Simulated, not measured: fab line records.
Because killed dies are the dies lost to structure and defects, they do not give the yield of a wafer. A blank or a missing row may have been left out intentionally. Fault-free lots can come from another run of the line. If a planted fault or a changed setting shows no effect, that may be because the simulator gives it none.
fab line records -- flow nandHarc -- part 2 of 2: steps 32 to 47 of 47
record: lots: 5, wafers: 15, lastDay: 31
route steps=1302 shown P_START@1 P_ZERO_WELL@2
lots untouched by any fault: they come from a run of this same line in which no faults occurred
startH: hours from the record's opening day to when the first of the lot's shown wafers began -- waitH: hours from the lot's prior step to this one -- " repeats the value in the row above -- L1.1+2: several wafers, shown together as one row -- - no value, or no start was given -- * or withheld: withheld -- < > ~ a bound
route shown NAME@n: names a module that has steps shown in the file, with the first one's number in the route -- usual: mean/standard deviation taken from wafers without a fault -- same: alike in all rows -- chamber/n: place in a boat -- sites: each site's reading -- _std_site: the values' standard deviation -- _edge_site: outer sites' mean less inner sites' -- radiusMm: for every site, how far away it sits from the centre of the wafer -- mask NAME#n: copy n -- behind: the tool/chamber that last shaped the wafer -- hold: cause of the lot's hold/its duration in hours/its outcome -- device: the transistor (n, p or np) that didn't switch -- end of line: tests run on the same wafers once the route is complete -- a step without rows: its recipe alone -- killed: dies that structure and defects cost at the first sort, which is not the same as the wafer's yield -- map: the dies of a wafer, with x for killed, . for not killed, _ for no die there
set.NAME: the setting that was run; set.NAME@STEP: the one run at that earlier step -- model.NAME: the simulator's own value behind a step, which no gauge read
lots at selected steps of the route; one table per step, one row per wafer
services: from which hour (startH, from the record's first day; less than 0 if before it) a tool's chamber was out of use, for how many hours, and why
== steps ==
step: NHARC_P_ZERO_WELL_IMPLANT_27
recipe: energyKev: 600, doseCm2: 1e+13, tiltDeg: 7
lot.wafer,tool,chamber,startH,waitH
L074.1+3+4,implanter-01,0,22.89,0.1
L078.4+5+6,implanter-01,0,63.01,0.2
L087.1+4+6,implanter-01,0,153.13,0.1
L090.1+4+5,implanter-02,0,183.05,0.1
L094.1+3+6,implanter-02,0,222.81,0.1
step: NHARC_P_ZERO_WELL_IMPLANT_57
recipe: energyKev: 250, doseCm2: 4e+12, tiltDeg: 7
lot.wafer,tool,chamber,startH,waitH
L074.1+3+4,implanter-01,0,23.07,0.2
L078.4+5+6,implanter-01,0,63.19,0.2
L087.1+4+6,implanter-01,0,153.32,0.2
L090.1+4+5,implanter-02,0,183.23,0.2
L094.1+3+6,implanter-02,0,222.99,0.2
step: NHARC_P_ZERO_WELL_IMPLANT_58
recipe: energyKev: 100, doseCm2: 2e+12, tiltDeg: 7
lot.wafer,tool,chamber,startH,waitH
L074.1+3+4,implanter-01,0,23.26,0.2
L078.4+5+6,implanter-01,0,63.38,0.2
L087.1+4+6,implanter-01,0,153.50,0.1
L090.1+4+5,implanter-02,0,183.41,0.1
L094.1+3+6,implanter-02,0,223.17,0.1
step: NHARC_P_ZERO_WELL_STRIP_28
recipe: timeS: 840, tempC: 130, chemistry: SPM
lot.wafer,tool,chamber,startH,waitH
L074.1+3+4,wetBench-05,"4,5,6",23.48,0.2
L078.4+6+5,wetBench-05,"7,0,1",63.50,0.1
L087.1+4+6,wetBench-07,"2,4,5",153.76,0.2
L090.5+4+1,wetBench-07,"1,5,6",183.63,0.1
L094.3+6+1,wetBench-07,"7,2,3",223.39,0.1
step: NHARC_P_ZERO_WELL_DEHYDRATE_29
recipe: tempC: 150, timeS: 120
lot.wafer,tool,chamber,startH,waitH
L074.1+3+4,lithoTrack-05,0,23.80,-
L078.4+5+6,lithoTrack-05,0,63.84,-
L087.1+4+6,lithoTrack-05,0,154.07,-
L090.1+4+5,lithoTrack-02,0,183.96,-
L094.1+3+6,lithoTrack-07,0,223.71,-
step: NHARC_P_ZERO_WELL_HMDS_30
recipe: timeS: 30
lot.wafer,tool,chamber,startH,waitH
L074.1+3+4,lithoTrack-05,0,-,-
L078.4+5+6,lithoTrack-05,0,-,-
L087.1+4+6,lithoTrack-05,0,-,-
L090.1+4+5,lithoTrack-02,0,-,-
L094.1+3+6,lithoTrack-07,0,-,-
step: NHARC_P_ZERO_WELL_COAT_31
recipe: spinRpm: withheld
lot.wafer,tool,chamber,startH,waitH
L074.1+3+4,lithoTrack-05,0,-,-
L078.4+5+6,lithoTrack-05,0,-,-
L087.1+4+6,lithoTrack-05,0,-,-
L090.1+4+5,lithoTrack-02,0,-,-
L094.1+3+6,lithoTrack-07,0,-,-
step: NHARC_P_ZERO_WELL_SOFTBAKE_32
recipe: tempC: 122, timeS: 95
lot.wafer,tool,chamber,startH,waitH
L074.1+3+4,lithoTrack-05,0,-,-
L078.4+5+6,lithoTrack-05,0,-,-
L087.1+4+6,lithoTrack-05,0,-,-
L090.1+4+5,lithoTrack-02,0,-,-
L094.1+3+6,lithoTrack-07,0,-,-
step: NHARC_P_ZERO_WELL_EBR_33
lot.wafer,tool,chamber,startH,waitH
L074.1+3+4,lithoTrack-05,0,-,-
L078.4+5+6,lithoTrack-05,0,-,-
L087.1+4+6,lithoTrack-05,0,-,-
L090.1+4+5,lithoTrack-02,0,-,-
L094.1+3+6,lithoTrack-07,0,-,-
step: NHARC_P_ZERO_WELL_EXPOSE_34
recipe: na: 0.6, targetCdNm: 720, doseMj: 22.31, maskId: P_PWELL
usual: exposureDoseMJCm2: 22.309/0.025, focusOffsetNm: 0.0/0.5
lot.wafer,tool,chamber,startH,waitH,mask,exposureDoseMJCm2,focusOffsetNm
L074.1,krfScanner-04,0,24.07,-,P_PWELL#0,22.331,-0.4
L074.3,krfScanner-04,0,24.07,-,P_PWELL#0,22.325,0.5
L074.4,krfScanner-04,0,24.07,-,P_PWELL#0,22.304,0.2
L078.4,krfScanner-01,0,64.12,-,P_PWELL#0,22.313,0.1
L078.5,krfScanner-01,0,64.12,-,P_PWELL#0,22.301,-0.6
L078.6,krfScanner-01,0,64.12,-,P_PWELL#0,22.273,-0.1
L087.1,krfScanner-01,0,154.34,-,P_PWELL#0,22.312,-0.5
L087.4,krfScanner-01,0,154.34,-,P_PWELL#0,22.316,0.7
L087.6,krfScanner-01,0,154.34,-,P_PWELL#0,22.308,-0.4
L090.1,krfScanner-01,0,184.10,-,P_PWELL#0,22.308,-0.2
L090.4,krfScanner-01,0,184.10,-,P_PWELL#0,22.317,-0.4
L090.5,krfScanner-01,0,184.10,-,P_PWELL#0,22.302,0.5
L094.1,krfScanner-01,0,223.86,-,P_PWELL#0,22.281,0.3
L094.3,krfScanner-01,0,223.86,-,P_PWELL#0,22.299,0.1
L094.6,krfScanner-01,0,223.86,-,P_PWELL#0,22.315,-0.7
step: NHARC_P_ZERO_WELL_PEB_35
recipe: pebTempC: 118, pebTimeS: 85
lot.wafer,tool,chamber,startH,waitH
L074.1+3+4,lithoTrack-05,0,24.13,0.1
L078.4+5+6,lithoTrack-07,0,64.17,0.0
L087.1+4+6,lithoTrack-07,0,154.41,0.1
L090.1+4+5,lithoTrack-05,0,184.17,0.1
L094.1+3+6,lithoTrack-02,0,223.92,0.1
step: NHARC_P_ZERO_WELL_DEVELOP_36
recipe: timeS: 70
lot.wafer,tool,chamber,startH,waitH
L074.1+3+4,lithoTrack-05,0,-,-
L078.4+5+6,lithoTrack-07,0,-,-
L087.1+4+6,lithoTrack-07,0,-,-
L090.1+4+5,lithoTrack-05,0,-,-
L094.1+3+6,lithoTrack-02,0,-,-
step: NHARC_P_ZERO_WELL_CD_MEAS_37
recipe: targetCdNm: 720, landingEnergyEv: 500
usual: cdNm: 719.2/1.8
lot.wafer,tool,chamber,startH,waitH,cdNm
L074.1,cdSem-02,0,24.22,-,718.9
L074.3,cdSem-02,0,24.22,-,718.6
L074.4,cdSem-02,0,24.22,-,721.3
L078.4,cdSem-01,0,64.27,-,718.6
L078.5,cdSem-01,0,64.27,-,719.9
L078.6,cdSem-01,0,64.27,-,720.1
L087.1,cdSem-03,0,154.50,-,719.2
L087.4,cdSem-03,0,154.50,-,722.4
L087.6,cdSem-03,0,154.50,-,718.7
L090.1,cdSem-02,0,184.26,-,719.3
L090.4,cdSem-02,0,184.26,-,719.6
L090.5,cdSem-02,0,184.26,-,719.3
L094.1,cdSem-02,0,224.01,-,719.8
L094.3,cdSem-02,0,224.01,-,720.2
L094.6,cdSem-02,0,224.01,-,719.6
step: NHARC_P_ZERO_WELL_HARDBAKE_38
recipe: tempC: 125, timeS: 80
lot.wafer,tool,chamber,startH,waitH
L074.1+3+4,lithoTrack-05,0,24.30,-
L078.4+5+6,lithoTrack-02,0,64.35,-
L087.1+4+6,lithoTrack-05,0,154.58,-
L090.1+4+5,lithoTrack-07,0,184.34,-
L094.1+3+6,lithoTrack-05,0,224.09,-
step: NHARC_P_ZERO_WELL_DESCUM_39
recipe: timeS: 3, o2FlowSccm: 200, arFlowSccm: 0, biasPowerW: 0, chemistry: O2
usual: drypumpMotorCurrentA: 5.9/0.53, oesProductAu: 1.002/0.01, rfVppV: 57.7/0.89, showerheadPlenumPTorr: 1.90/0.065, throttleValvePct: 11.311/0.0091
lot.wafer,tool,chamber,startH,waitH,drypumpMotorCurrentA,oesProductAu,rfHoursCounterH,rfVppV,showerheadPlenumPTorr,throttleValvePct
L074.3,rieDiel-01,0,24.38,-,6.7,0.985,49,56.4,1.83,11.298
L074.1,rieDiel-01,1,24.38,-,6.1,1.003,46,58.9,1.94,11.304
L074.4,rieDiel-01,2,24.38,-,6.2,1.007,45,57.4,1.92,11.316
L078.4,rieDiel-05,3,64.42,-,5.2,0.989,1,58.6,2.00,11.294
L078.6,rieDiel-05,3,64.42,-,5.2,0.998,-,58.0,2.00,11.308
L078.5,rieDiel-05,0,64.42,-,6.0,0.995,-,57.1,1.84,11.319
L087.4,rieDiel-01,3,154.66,-,6.3,0.989,37,56.5,1.91,11.309
L087.1,rieDiel-01,0,154.66,-,6.7,1.017,43,58.5,1.82,11.314
L087.6,rieDiel-01,3,154.66,-,6.3,1.002,-,57.8,1.91,11.315
L090.1,rieDiel-05,2,184.56,-,5.7,1.006,38,56.7,1.80,11.304
L090.4,rieDiel-05,3,184.56,-,5.3,1.007,39,59.0,1.99,11.328
L090.5,rieDiel-05,2,184.56,-,5.7,0.999,-,57.5,1.80,11.323
L094.1,rieDiel-05,2,224.17,-,5.7,1.003,51,56.3,1.80,11.314
L094.3,rieDiel-05,0,224.17,-,6.0,0.994,53,56.6,1.83,11.301
L094.6,rieDiel-05,3,224.17,-,5.3,0.995,-,59.5,1.99,11.312
step: NHARC_P_ZERO_WELL_IMPLANT_40
recipe: energyKev: 300, doseCm2: 1e+13, tiltDeg: 7
lot.wafer,tool,chamber,startH,waitH
L074.1+3+4,implanter-02,0,24.53,0.1
L078.4+5+6,implanter-02,0,64.66,0.2
L087.1+4+6,implanter-01,0,154.81,0.1
L090.1+4+5,implanter-01,0,184.71,0.1
L094.1+3+6,implanter-01,0,224.32,0.1
== services ==
tool,chamber,startH,hours,kind
rieDiel-04,-,2.38,9.0,pm
implanter-01,-,7.31,2.6,repair
krfScanner-04,-,10.00,4.0,pm
rieSi-06,2,16.52,5.1,repair
implanter-01,-,19.98,1.5,repair
implanter-02,-,25.71,4.0,repair
rieDiel-01,-,27.92,9.0,pm
lithoTrack-02,-,52.00,7.0,pm
rieDiel-05,-,52.69,9.0,pm
implanter-01,-,65.10,19.9,repair
wetBench-02,-,68.00,8.0,pm
lithoTrack-07,-,76.00,7.0,pm
wetBench-05,-,84.80,8.0,pm
rieDiel-01,0,111.14,2.7,repair
rieDiel-05,1,123.19,4.1,repair
lithoTrack-05,-,124.01,7.0,pm
krfScanner-01,-,140.00,4.0,pm
implanter-01,-,141.91,3.7,repair
implanter-02,-,146.00,13.0,pm
wetBench-07,-,160.00,8.0,pm
implanter-01,-,160.76,2.6,repair
rieDiel-05,2,179.65,3.3,repair
rieDiel-05,3,189.40,6.6,repair
rieDiel-01,-,205.01,9.0,pm
